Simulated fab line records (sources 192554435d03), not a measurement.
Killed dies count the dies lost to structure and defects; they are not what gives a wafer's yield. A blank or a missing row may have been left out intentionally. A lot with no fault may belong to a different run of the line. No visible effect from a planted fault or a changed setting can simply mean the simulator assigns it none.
Code-filled problem report in 8D (eight disciplines) form -- flow n5 finfet -- the parts of the form that need people (team, actions taken, sign-off) are left out

1. PROBLEM STATEMENT
REXT_P at N5_BEOL_M4_RC_MEAS_101 reads a mean of 125.5 ohm.um on 6 wafers of 2 lots; wafers without a fault read 100.5 ohm.um with a standard deviation of 2.1. That puts it +12 standard deviations away from the usual mean.
The first sign was on wafer L480.2 at day 11 09:17, on prober-02. The record has a number at this step for 30 wafers belonging to 10 lots. The rule behind "out" and "out of limits": a value lying over 4 standard deviations away from the usual mean. The other wafers with a number count as sound.

2. WHAT IT IS, WHAT IT ISN'T
question,is,is not
which readings at this step,"REXT_P, VT_P_LVT","DIBL_N, IOFF_N, SS_N"
which lots,"L480, L481","L471, L473, L474, L476, L478, L479, L493, L494"
which wafers of those lots,all that have a number,-
read on which gauges,prober-02,prober-01
when,from day 11 09:17,"up to then (18 sound wafers); but 6 sound wafers of L493, L494 came after"

3. SUSPECTS, AND WHAT RULES EACH OUT
Counting: a tool at any process step up to the reading remains a suspect when it ran all the lots that are out and ran no sound lot after the first of those.
- the gauge at N5_BEOL_M4_RC_MEAS_101: kept. All the wafers that are out were read on prober-02, and no step on other tools shows them out.
- epi rpcvd-03 at N5_SD_EPI_P_VAPOR_ETCH_44 (etches SiGe30 in NF3/Ar, time 3.3 s): ruled out as a lasting fault. Sound lots L493 ran on it after its first lot that is out, L480 (day 5 13:18).
Remaining after the count: prober-02 at N5_BEOL_M4_RC_MEAS_101.

4. THE CAUSE (what the simulator had put in)
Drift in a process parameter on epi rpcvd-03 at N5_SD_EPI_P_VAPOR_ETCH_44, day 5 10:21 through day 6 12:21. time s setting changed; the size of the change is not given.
It was ruled out by counting, in error; the rule expects a fault to strike all lots run on its tool from its start on, and this fault did not.

5. THE EFFECT CHAIN, in route order
Each row: a reading whose mean over the struck wafers that have a number lies more than 3 standard deviations from the usual. Readings are gone through only where the record gives a usual standard deviation; hours: the median, over the lots, of the time from a lot's start at the first step in this table giving one to that lot's start at this step; sigmas: the change measured in usual standard deviations.
hours,step,reading,usual,on struck wafers,change,sigmas
0,N5_BEOL_M4_RC_MEAS_101,IOFF_P,0.22 nA/um,0.10,-0.12,-3.2
0,N5_BEOL_M4_RC_MEAS_101,IOFF_P_85C,3.8 nA/um,1.9,-1.9,-3.4
0,N5_BEOL_M4_RC_MEAS_101,IOFF_P_LIN,0.104 nA/um,0.053,-0.051,-3.6
0,N5_BEOL_M4_RC_MEAS_101,ION_P,462 uA/um,416,-46,-5.5
0,N5_BEOL_M4_RC_MEAS_101,REXT_P,100.5 ohm.um,125.5,+25.0,+12
0,N5_BEOL_M4_RC_MEAS_101,VT_P,-250 mV,-264,-14,-4.5
0,N5_BEOL_M4_RC_MEAS_101,VT_P_LVT,-98.3 mV,-114.2,-15.9,-5.3
129,N5_PASSIVATION_PROBE_49,sort_bin_8_speed,0.01 %,73.84,+73.83,+99 or more
129,N5_PASSIVATION_PROBE_49,sort n pass,1080,227,-853,-50
129,N5_PASSIVATION_PROBE_49,sort yield pct,91.6 %,19.2,-72.4,-52
The process steps in it:
- N5_PASSIVATION_PROBE_49

6. WHAT WOULD HAVE CAUGHT IT SOONER
143 hours passed between the start of the fault at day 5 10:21 and the first reading out of limits at a measuring or inspecting step in this record, taken at day 11 09:17.
